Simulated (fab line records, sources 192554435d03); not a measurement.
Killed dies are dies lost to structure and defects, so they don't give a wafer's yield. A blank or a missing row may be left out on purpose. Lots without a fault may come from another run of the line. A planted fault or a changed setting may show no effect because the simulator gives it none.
Tool commonality check | flow n5_finfet | 9 lots, 27 wafers sampled

WHY IT WAS OPENED
At N5_HKMG_FIN_CD_MEAS_12 the reading cd_nm is flagged on 2 of 9 lots. Wafers without a fault read 93.1 nm, standard deviation 0.62.
Rule: a lot is flagged when every wafer of it that has a number lies more than 4 standard deviations from that mean, or none has a number. The other lots count as sound.

lot  | measured     | on        | cd_nm (nm), wafer by wafer | flag
L673 | day 4 14:39  | cd_sem-02 | 94.2 94.2 94.0             |
L675 | day 5 06:20  | cd_sem-01 | 92.9 93.8 94.1             |
L678 | day 5 20:14  | cd_sem-03 | 93.5 92.4 93.4             |
L681 | day 6 17:04  | cd_sem-03 | 91.9 92.5 92.5             |
L683 | day 7 03:07  | cd_sem-02 | 93.0 93.1 92.9             |
L688 | day 8 12:43  | cd_sem-02 | 111.9 112.3 111.2          | FLAGGED
L690 | day 8 22:55  | cd_sem-03 | 108.8 107.7 108.4          | FLAGGED
L691 | day 9 04:11  | cd_sem-02 | 92.6 92.6 92.2             |
L694 | day 10 00:44 | cd_sem-01 | 92.8 93.0 94.1             |
The numbers of the flagged lots are 110.0 nm on average: +17.0 nm against the usual, or +27 standard deviations.

WHICH TOOL RAN EACH LOT
The record holds 3 process steps before the reading, out of a route of 1938 steps. In each cell: the tool, then ch and the chambers that the sampled wafers went through, then the start.
lot  | flag    | N5_HKMG_FIN_ETCH_58               | N5_HKMG_FIN_ALD_79                 | N5_HKMG_FIN_EXPOSE_09
L673 |         | rie_diel-02 ch 1,3, day 4 11:33   | ald_metal-04 ch 1,3, day 4 12:44   | arfi_scanner-01 ch 0, day 4 14:32
L675 |         | rie_diel-05 ch 0,1,3, day 5 03:20 | ald_metal-04 ch 0,2, day 5 04:24   | arfi_scanner-03 ch 0, day 5 06:13
L678 |         | rie_diel-02 ch 0,1,2, day 5 17:13 | ald_metal-04 ch 0,1,2, day 5 18:20 | arfi_scanner-03 ch 0, day 5 20:07
L681 |         | rie_diel-05 ch 0,1, day 6 14:10   | ald_metal-01 ch 0,2,3, day 6 15:13 | arfi_scanner-03 ch 0, day 6 16:57
L683 |         | rie_diel-02 ch 0,2, day 6 23:55   | ald_metal-04 ch 0,1, day 7 01:10   | arfi_scanner-02 ch 0, day 7 02:59
L688 | FLAGGED | rie_diel-06 ch 0,1,2, day 8 09:52 | ald_metal-04 ch 1,2,3, day 8 10:55 | arfi_scanner-03 ch 0, day 8 12:35
L690 | FLAGGED | rie_diel-05 ch 0,1,2, day 8 19:55 | ald_metal-01 ch 0,2,3, day 8 20:59 | arfi_scanner-03 ch 0, day 8 22:47
L691 |         | rie_diel-02 ch 0,1, day 9 01:13   | ald_metal-03 ch 1,2,3, day 9 02:16 | arfi_scanner-02 ch 0, day 9 04:04
L694 |         | rie_diel-02 ch 1,2,3, day 9 21:45 | ald_metal-03 ch 0,1, day 9 22:49   | arfi_scanner-01 ch 0, day 10 00:37
What these steps do:
- N5_HKMG_FIN_ETCH_58: etches SOC in N2/H2, target depth 215.8 nm, time 741 s.
- N5_HKMG_FIN_ALD_79: deposits TiN, target thk 1.5 nm, pulse time 1 s, purge time 3 s.
- N5_HKMG_FIN_EXPOSE_09: exposes mask NWFM.
- N5_HKMG_FIN_CD_MEAS_12: target cd 92.8 nm.

FLAGGED OVER TOTAL, TOOL BY TOOL (the gauges that took the reading come last)
step                   | tool            | lots run | flagged | share of the flagged lots | sound lots run after its first flagged lot
N5_HKMG_FIN_ETCH_58    | rie_diel-02     | 5        | 0       | none                      | -
N5_HKMG_FIN_ETCH_58    | rie_diel-05     | 3        | 1       | some                      | 0
N5_HKMG_FIN_ETCH_58    | rie_diel-06     | 1        | 1       | some                      | 0
N5_HKMG_FIN_ALD_79     | ald_metal-01    | 2        | 1       | some                      | 0
N5_HKMG_FIN_ALD_79     | ald_metal-03    | 2        | 0       | none                      | -
N5_HKMG_FIN_ALD_79     | ald_metal-04    | 5        | 1       | some                      | 0
N5_HKMG_FIN_EXPOSE_09  | arfi_scanner-01 | 2        | 0       | none                      | -
N5_HKMG_FIN_EXPOSE_09  | arfi_scanner-02 | 2        | 0       | none                      | -
N5_HKMG_FIN_EXPOSE_09  | arfi_scanner-03 | 5        | 2       | all                       | 0
N5_HKMG_FIN_CD_MEAS_12 | cd_sem-01       | 2        | 0       | none                      | -
N5_HKMG_FIN_CD_MEAS_12 | cd_sem-02       | 4        | 1       | some                      | 1 (L691)
N5_HKMG_FIN_CD_MEAS_12 | cd_sem-03       | 3        | 1       | some                      | 0

WHAT THE TABLE ALLOWS
1 row of the table ran every flagged lot: arfi_scanner-03 at N5_HKMG_FIN_EXPOSE_09.
- arfi_scanner-03 at N5_HKMG_FIN_EXPOSE_09: 2 of its 5 lots flagged. Its last sound lot is L681 (day 6 16:57), its first flagged lot L688 (day 8 12:35): a fault that began between those two fits. Its own readings lie more than 4 standard deviations out on every wafer of the flagged lots: exposure_dose_mJ_cm2.
One tool is left: arfi_scanner-03 at N5_HKMG_FIN_EXPOSE_09.

WHAT THE SIMULATOR HAD PUT IN
Process parameter drift: arfi_scanner-03, from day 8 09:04 on, at N5_HKMG_FIN_EXPOSE_09. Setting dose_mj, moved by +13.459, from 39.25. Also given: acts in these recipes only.
Lots struck among those shown: L688, L690. The rule above found the same.
